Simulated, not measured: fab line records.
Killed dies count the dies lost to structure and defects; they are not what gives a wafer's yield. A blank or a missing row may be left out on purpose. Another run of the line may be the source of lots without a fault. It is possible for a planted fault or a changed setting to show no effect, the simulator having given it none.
Which tool did it? / flow nand_harc / Sampling: 10 lots, 30 wafers, 2 of 1302 route steps

== WHAT THE GAUGES SHOWED, per wafer ==
NHARC_P_STI_CD_MEAS_09: the cd target is 200 nm.
lot=L341; measured=day 3 03:40; on=cd_sem-03; cd_nm (nm)=202.1 200.8 202.4
lot=L340; measured=day 3 03:50; on=cd_sem-01; cd_nm (nm)=202.0 199.3 204.7
lot=L342; measured=day 3 14:25; on=cd_sem-02; cd_nm (nm)=201.8 200.5 204.3
lot=L346; measured=day 5 06:48; on=cd_sem-02; cd_nm (nm)=201.4 202.7 201.6
lot=L347; measured=day 5 16:22; on=cd_sem-02; cd_nm (nm)=198.9 201.3 199.3
lot=L351; measured=day 7 10:40; on=cd_sem-03; cd_nm (nm)=201.2 200.8 201.7
lot=L352; measured=day 7 20:09; on=cd_sem-03; cd_nm (nm)=180.7 183.6 185.2 180.6 183.6 185.3
lot=L361; measured=day 11 12:49; on=cd_sem-03; cd_nm (nm)=199.3 201.4 200.7
lot=L362; measured=day 11 22:25; on=cd_sem-02; cd_nm (nm)=197.4 199.8 201.2
lot=L363; measured=day 12 08:48; on=cd_sem-02; cd_nm (nm)=199.3 199.7 201.5

== WHICH TOOL RAN EACH LOT (tool, then ch and the chambers of the sampled wafers, then the start) ==
lot=L341; NHARC_P_STI_EXPOSE_06=krf_scanner-01 ch 0, day 3 03:31
lot=L340; NHARC_P_STI_EXPOSE_06=krf_scanner-03 ch 0, day 3 03:41
lot=L342; NHARC_P_STI_EXPOSE_06=krf_scanner-03 ch 0, day 3 14:16
lot=L346; NHARC_P_STI_EXPOSE_06=krf_scanner-04 ch 0, day 5 06:40
lot=L347; NHARC_P_STI_EXPOSE_06=krf_scanner-03 ch 0, day 5 16:13
lot=L351; NHARC_P_STI_EXPOSE_06=krf_scanner-03 ch 0, day 7 10:31
lot=L352; NHARC_P_STI_EXPOSE_06=krf_scanner-03 ch 0, day 7 20:00
lot=L361; NHARC_P_STI_EXPOSE_06=krf_scanner-01 ch 0, day 11 12:40
lot=L362; NHARC_P_STI_EXPOSE_06=krf_scanner-03 ch 0, day 11 22:16
lot=L363; NHARC_P_STI_EXPOSE_06=krf_scanner-01 ch 0, day 12 08:40
- NHARC_P_STI_EXPOSE_06: exposes mask P STI, target cd 200 nm.

== THE ANSWER, worked out from the rows above alone ==
Rule: what is usual is taken from the lots themselves. Put in order of their means at a reading, lots are off if they are a third of the lots or fewer, leave a main group of 4 or more, and stand apart from it by a gap of 3 or more times the standard deviation of the main group's means; of several such gaps the widest counts. The tables above print the reading to a certain number of digits; a main group whose means all agree to those digits is not used. Also off: a lot with no number at a reading for which 4 or more lots have one. Where the step has rows for the other lots, those lots are counted as sound.
Off at NHARC_P_STI_CD_MEAS_09 (cd_nm): L352. Mean 201.0 nm and standard deviation 0.98 in the main group.
A tool fits if, at a process step before that reading, it ran every lot that is off, and no sound lot after the first of them. Those tools and the gauges at NHARC_P_STI_CD_MEAS_09 are tried in the same way. Not one of the candidates tried fits.

== WHAT WAS PUT IN BY THE SIMULATOR ==
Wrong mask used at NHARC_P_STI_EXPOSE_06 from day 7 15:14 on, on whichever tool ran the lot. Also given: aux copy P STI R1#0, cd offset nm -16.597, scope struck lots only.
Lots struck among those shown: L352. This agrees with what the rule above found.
